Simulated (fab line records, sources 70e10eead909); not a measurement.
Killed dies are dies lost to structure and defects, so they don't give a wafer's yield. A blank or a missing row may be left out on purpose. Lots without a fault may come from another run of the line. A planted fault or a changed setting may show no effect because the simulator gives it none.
Which tool did it? | flow nand_harc | 14 lots, 42 wafers sampled, at 4 steps of a route of 1302

WHAT THE GAUGES READ, wafer by wafer
NHARC_A_M1_OVL_MEAS_10: pitch 240 nm. Usual: overlay_x_nm 0.0 nm, standard deviation 0.6; overlay_y_nm 0.2 nm, standard deviation 0.84.
lot  | measured     | on         | overlay_x_nm (nm) | overlay_y_nm (nm) | flag
L843 | day 23 14:47 | overlay-01 | -0.1 -0.4 0.0     | -0.8 -0.1 0.0     |
L844 | day 24 08:37 | overlay-01 | -0.5 -0.5 -0.4    | -0.6 -0.8 -0.3    |
L845 | day 24 19:13 | overlay-01 | 0.1 0.0 -0.8      | 0.0 0.5 0.4       |
L847 | day 25 23:41 | overlay-02 | -0.1 -0.8 -1.0    | -0.9 -1.2 -1.0    |
L841 | day 26 04:01 | overlay-01 | -0.3 0.4 0.0      | -0.8 -0.8 -0.3    |
L846 | day 26 05:59 | overlay-02 | -0.8 -1.2 -1.2    | 0.2 0.2 0.7       |
L853 | day 28 16:58 | overlay-02 | - - -             | - - -             | OFF
L856 | day 28 23:14 | overlay-02 | - - -             | - - -             | OFF
L857 | day 29 15:11 | overlay-02 | -0.2 0.1 0.2      | 1.1 0.7 0.9       |
L859 | day 30 12:11 | overlay-02 | 0.4 -0.1 -0.1     | 0.7 -0.1 0.3      |
L861 | day 31 20:26 | overlay-02 | -1.0 -0.9 -0.5    | 0.1 -0.1 -0.2     |
L862 | day 31 23:31 | overlay-02 | 0.1 -0.1 0.2      | -0.3 -0.7 -0.6    |
L860 | day 32 03:14 | overlay-01 | -0.1 0.1 0.3      | 0.2 0.0 0.0       |
L863 | day 32 07:09 | overlay-02 | 0.9 0.4 1.0       | 0.5 0.5 -0.2      |

WHICH TOOL RAN EACH LOT (tool, then ch and the chambers of the sampled wafers, then the start)
lot  | NHARC_A_M0_PRE_CLEAN_29                 | NHARC_A_M0_DEP_32               | NHARC_A_M1_EXPOSE_06
L843 | pvd_sputter-02, day 23 13:28 or earlier | pecvd-01 ch 1,2, day 23 13:28   | arfi_scanner-01 ch 0, day 23 14:33
L844 | pvd_sputter-02, day 24 07:17 or earlier | pecvd-04 ch 0,1,2, day 24 07:17 | arfi_scanner-03 ch 0, day 24 08:23
L845 | pvd_sputter-02, day 24 18:03 or earlier | pecvd-04 ch 0,2, day 24 18:03   | arfi_scanner-03 ch 0, day 24 19:00
L847 | pvd_sputter-02, day 25 22:20 or earlier | pecvd-01 ch 1,2, day 25 22:20   | arfi_scanner-03 ch 0, day 25 23:27
L841 | pvd_sputter-03, day 26 02:38 or earlier | pecvd-04 ch 0,1,2, day 26 02:38 | arfi_scanner-03 ch 0, day 26 03:47
L846 | pvd_sputter-02, day 26 04:47 or earlier | pecvd-04 ch 0,2, day 26 04:47   | arfi_scanner-03 ch 0, day 26 05:46
L853 | pvd_sputter-02, day 28 15:44 or earlier | pecvd-04 ch 0,1, day 28 15:44   | arfi_scanner-03, day 28 16:44
L856 | pvd_sputter-02, day 28 22:01 or earlier | pecvd-01 ch 0,1,2, day 28 22:01 | arfi_scanner-03, day 28 23:01
L857 | pvd_sputter-01, day 29 13:59 or earlier | pecvd-02 ch 0,1,2, day 29 13:59 | arfi_scanner-01 ch 0, day 29 14:57
L859 | pvd_sputter-01, day 30 10:55 or earlier | pecvd-04 ch 0,1, day 30 10:55   | arfi_scanner-02 ch 0, day 30 11:58
L861 | pvd_sputter-01, day 31 19:13 or earlier | pecvd-01 ch 0,2, day 31 19:13   | arfi_scanner-02 ch 0, day 31 20:12
L862 | pvd_sputter-02, day 31 22:18 or earlier | pecvd-02 ch 0,1,2, day 31 22:18 | arfi_scanner-02 ch 0, day 31 23:17
L860 | pvd_sputter-02, day 32 01:53 or earlier | pecvd-01 ch 1,2, day 32 01:53   | arfi_scanner-03 ch 0, day 32 03:00
L863 | pvd_sputter-03, day 32 05:34 or earlier | pecvd-02 ch 0,1, day 32 05:34   | arfi_scanner-01 ch 0, day 32 06:56
- NHARC_A_M0_PRE_CLEAN_29: time 30 s.
- NHARC_A_M0_DEP_32: deposits SiCN, target thk 30 nm.
- NHARC_A_M1_EXPOSE_06: exposes mask A M1, target cd 120 nm.

WHAT THE TOOLS THEMSELVES READ (means of the sampled wafers that have a number; where no wafer has one, the mark that the record gives instead)
NHARC_A_M0_PRE_CLEAN_29. Usual: heater_power_w 404 W, standard deviation 55.
lot  | tool           | heater_power_w (W) | flag
L843 | pvd_sputter-02 | 369                |
L844 | pvd_sputter-02 | 369                |
L845 | pvd_sputter-02 | 361                |
L847 | pvd_sputter-02 | 373                |
L841 | pvd_sputter-03 | 412                |
L846 | pvd_sputter-02 | 376                |
L853 | pvd_sputter-02 | 356                |
L856 | pvd_sputter-02 | 392                |
L857 | pvd_sputter-01 | 480                |
L859 | pvd_sputter-01 | 433                |
L861 | pvd_sputter-01 | 495                |
L862 | pvd_sputter-02 | 391                |
L860 | pvd_sputter-02 | 381                |
L863 | pvd_sputter-03 | 409                |

NHARC_A_M0_DEP_32. Usual: heater_power_w 583 W, standard deviation 88.
lot  | tool     | heater_power_w (W) | flag
L843 | pecvd-01 | 560                |
L844 | pecvd-04 | 546                |
L845 | pecvd-04 | 533                |
L847 | pecvd-01 | 542                |
L841 | pecvd-04 | 529                |
L846 | pecvd-04 | 614                |
L853 | pecvd-04 | 479                |
L856 | pecvd-01 | 588                |
L857 | pecvd-02 | 601                |
L859 | pecvd-04 | 501                |
L861 | pecvd-01 | 610                |
L862 | pecvd-02 | 618                |
L860 | pecvd-01 | 592                |
L863 | pecvd-02 | 607                |

NHARC_A_M1_EXPOSE_06. Usual: exposure_dose_mJ_cm2 75.13, standard deviation 0.076; focus_offset_nm 0.1 nm, standard deviation 0.57.
lot  | tool            | exposure_dose_mJ_cm2 | focus_offset_nm (nm) | flag
L843 | arfi_scanner-01 | 75.11                | 0.3                  |
L844 | arfi_scanner-03 | 75.12                | -0.5                 |
L845 | arfi_scanner-03 | 75.20                | 0.1                  |
L847 | arfi_scanner-03 | 75.21                | 0.7                  |
L841 | arfi_scanner-03 | 75.21                | 0.4                  |
L846 | arfi_scanner-03 | 75.19                | 1.0                  |
L853 | arfi_scanner-03 | -                    | -                    | OFF
L856 | arfi_scanner-03 | -                    | -                    | OFF
L857 | arfi_scanner-01 | 75.10                | 0.7                  |
L859 | arfi_scanner-02 | 75.11                | -0.5                 |
L861 | arfi_scanner-02 | 75.09                | -0.1                 |
L862 | arfi_scanner-02 | 75.09                | -0.3                 |
L860 | arfi_scanner-03 | 75.16                | 0.8                  |
L863 | arfi_scanner-01 | 75.10                | -0.2                 |

THE ANSWER, worked out from the rows above alone
Rule: a lot is off if the mean of its wafers that have a number lies more than 3 standard deviations from the usual mean. A lot without any number at a reading at which 4 lots or more have one is off too. The other lots that the step has rows for count as sound. The gauges are gone through in route order, then the tools' own readings, and for those a lot's mean is taken as printed above. The first step at which some lot is off is used, and at that step the reading that is off furthest; a lot without a number counts as furthest.
Off: L853, L856, at NHARC_A_M1_OVL_MEAS_10 (overlay_x_nm). Without a number there: L853, L856.
A tool fits if, at a process step before that reading, it ran every lot that is off, and no sound lot after the first of them. The gauges at NHARC_A_M1_OVL_MEAS_10 aren't tried: what is off there is off at NHARC_A_M1_EXPOSE_06 too, on other tools, and a gauge's error can't cause that. NHARC_A_M0_PRE_CLEAN_29 gives no start for some lots, so the hours and the order of its lots are those of NHARC_A_M0_DEP_32. None of those tried fits.

WHAT THE SIMULATOR HAD PUT IN
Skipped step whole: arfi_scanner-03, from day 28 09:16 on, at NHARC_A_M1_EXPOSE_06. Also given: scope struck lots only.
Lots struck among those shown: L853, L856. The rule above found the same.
